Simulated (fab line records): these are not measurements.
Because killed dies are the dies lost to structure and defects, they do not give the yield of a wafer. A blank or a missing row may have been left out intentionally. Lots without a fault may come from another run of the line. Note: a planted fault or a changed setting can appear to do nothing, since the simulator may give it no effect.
Lot-split experiment    flow n5 finfet    route with 1938 steps; 7 lots, 39 wafers read

THE SPLIT ITSELF
At N5_MOL_CONTACT_COAG_ETCHBACK_136 (etches SiO2 in CHF3, target depth 25 nm, time 16.7 s), the setting target depth a was moved away from the recipe's 250 angstrom on 15 of the 39 wafers read, by -52.9% to +40.2%. The other wafers ran this setting at the recipe's value.

THE PATH FROM SPLIT TO READING: the file shows 1 step between them
- N5_MOL_CONTACT_COAG_STRIP_120: strips in CHF3

THE READING
SOC_of_MOL_CONTACT_COAG_COAT_62.thk nm (the simulator's own value, which no gauge read), in nm, at N5_MOL_CONTACT_COAG_VIA_ETCH_117 (etches SiO2 in C4F6/O2, target depth 40 nm, overetch 8 nm, time 26 s). There is no usual value for it anywhere in the file. Average 51.4 nm, standard deviation 0.23 nm, over the 24 wafers here run with the recipe.

wafer   tool, chamber at the split  target depth a as run, angstrom  against the recipe  SOC_of_MOL_CONTACT_COAG_COAT_62.thk nm, nm  against lot-mates on the recipe
L074.1  rie diel-03, 3              250                              recipe              51.8                                        -
L074.2  rie diel-03, 2              117.8                            -52.9%              53.4                                        +1.7
L074.3  rie diel-03, 0              250                              recipe              51.6                                        -
L074.4  rie diel-03, 1              117.8                            -52.9%              53                                          +1.3
L074.5  rie diel-03, 0              250                              recipe              51.6                                        -
L074.6  rie diel-03, 1              117.8                            -52.9%              53                                          +1.3
L075.1  rie diel-03, 3,2            250                              recipe              51.2                                        -
L075.2  rie diel-03, 1,0,3,2        250                              recipe              51.2                                        -
L075.3  rie diel-03, 3,2            250                              recipe              51.2                                        -
L075.4  rie diel-03, 1,0,3,2        250                              recipe              51.2                                        -
L075.5  rie diel-03, 1,0,3,2        250                              recipe              51.4                                        -
L075.6  rie diel-03, 1,0,3,2        250                              recipe              51.4                                        -
L077.1  rie diel-03, 1,0            250                              recipe              51.2                                        -
L077.2  rie diel-03, 3              162.5                            -35.0%              52.4                                        +1.1
L077.3  rie diel-03, 2              250                              recipe              51.6                                        -
L077.4  rie diel-03, 1,0            250                              recipe              51.2                                        -
L077.5  rie diel-03, 3              162.5                            -35.0%              52.4                                        +1.1
L077.6  rie diel-03, 0              162.5                            -35.0%              52.2                                        +0.9
L082.1  rie diel-03, 2              250                              recipe              51.4                                        -
L082.4  rie diel-03, 3              250                              recipe              51.4                                        -
L082.5  rie diel-03, 2              250                              recipe              51.4                                        -
L084.1  rie diel-05, 1              250                              recipe              52                                          -
L084.2  rie diel-05, 2              320                              +28.0%              51.2                                        -0.7
L084.3  rie diel-05, 0              250                              recipe              51.6                                        -
L084.4  rie diel-05, 3,2            320                              +28.0%              50.8                                        -1.1
L084.5  rie diel-05, 3,2            320                              +28.0%              51                                          -0.9
L084.6  rie diel-05, 1              250                              recipe              52                                          -
L088.1  rie diel-03, 3,1            149.3                            -40.3%              52.6                                        +1.2
L088.2  rie diel-03, 0,3            250                              recipe              51.4                                        -
L088.3  rie diel-03, 2              149.3                            -40.3%              52.4                                        +1.0
L088.4  rie diel-03, 3,1            149.3                            -40.3%              52.6                                        +1.2
L088.5  rie diel-03, 2              250                              recipe              51.2                                        -
L088.6  rie diel-03, 0,3            250                              recipe              51.6                                        -
L095.1  rie diel-04, 3              350.6                            +40.2%              50.4                                        -1.0
L095.2  rie diel-04, 2,0,0          250                              recipe              51.4                                        -
L095.3  rie diel-04, 2,0,0          250                              recipe              51.4                                        -
L095.4  rie diel-04, 1,3            350.6                            +40.2%              50.4                                        -1.0
L095.5  rie diel-04, 2,0,0          250                              recipe              51.4                                        -
L095.6  rie diel-04, 1,3            350.6                            +40.2%              50.6                                        -0.8
Rows listing several chambers each stand for several wafers; the file does not say which wafer went through which chamber.

FIT RESULTS
A straight line over all 39 wafers: SOC_of_MOL_CONTACT_COAG_COAT_62.thk nm changes by -0.0264 nm for each +1% of target depth a; r = -0.94; the points scatter about the line by 0.23 nm.
The same after taking each lot's own level away (the mean of its wafers on the recipe; 39 wafers): -0.0272 nm for each +1%; r = -0.98; scatter 0.14 nm.
The reading moves by 1.4 nm for the largest change in target depth a, on that fit.
Measured against the standard deviation above, the lots' own levels, which go from 51.27 to 51.87 nm, span 2.6 times it.
So the lot-to-lot level changes the slope little: the two slopes agree.
Check: for one of the wafers moved furthest among these (-52.9%), held out of the fit, the line's prediction against its lot-mates is +1.41 nm. It came out at +1.73 nm against them.

OTHER SPLITS ON THESE WAFERS
These wafers also went through other splits before the reading. Each is held against what the fit with the lots' levels taken away leaves over:
other split on the same wafers  wafers away from the commonest value  r with SOC_of_MOL_CONTACT_COAG_COAT_62.thk nm (lot level and that fit taken away)
N5_FIN_SAQP_ALD_61 ald cycles   12                                    +0.13
N5_HKMG_FIN_ALD_91 ald cycles   15                                    +0.10

THE WHOLE CHAIN: every reading that the file lists as answering this split, in the file's order
step                              what it does                                                          reading                                                                                  change (the file's fit)                 r (the file's)
N5_MOL_CONTACT_COAG_ETCHBACK_136  etches SiO2 in CHF3, target depth 25 nm, time 16.7 s                  SOC_of_MOL_CONTACT_COAG_COAT_62.thk nm (the simulator's own value, which no gauge read)  -0.0277 nm for each +1% of the setting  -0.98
N5_MOL_CONTACT_COAG_VIA_ETCH_117  etches SiO2 in C4F6/O2, target depth 40 nm, overetch 8 nm, time 26 s  etch.depth nm (the simulator's own value, which no gauge read)                           -0.215 nm for each +1% of the setting   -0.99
N5_MOL_CONTACT_COAG_VIA_ETCH_117  etches SiO2 in C4F6/O2, target depth 40 nm, overetch 8 nm, time 26 s  MOL_CONTACT_COAG.feature depth nm (the simulator's own value, which no gauge read)       -0.215 nm for each +1% of the setting   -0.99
N5_MOL_CONTACT_COAG_VIA_ETCH_117  etches SiO2 in C4F6/O2, target depth 40 nm, overetch 8 nm, time 26 s  SOC_of_MOL_CONTACT_COAG_COAT_62.thk nm (the simulator's own value, which no gauge read)  -0.0273 nm for each +1% of the setting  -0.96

THE FILE'S OWN FIT
SOC_of_MOL_CONTACT_COAG_COAT_62.thk nm changes by -0.0273 nm for each +1% of target depth a, r = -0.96.
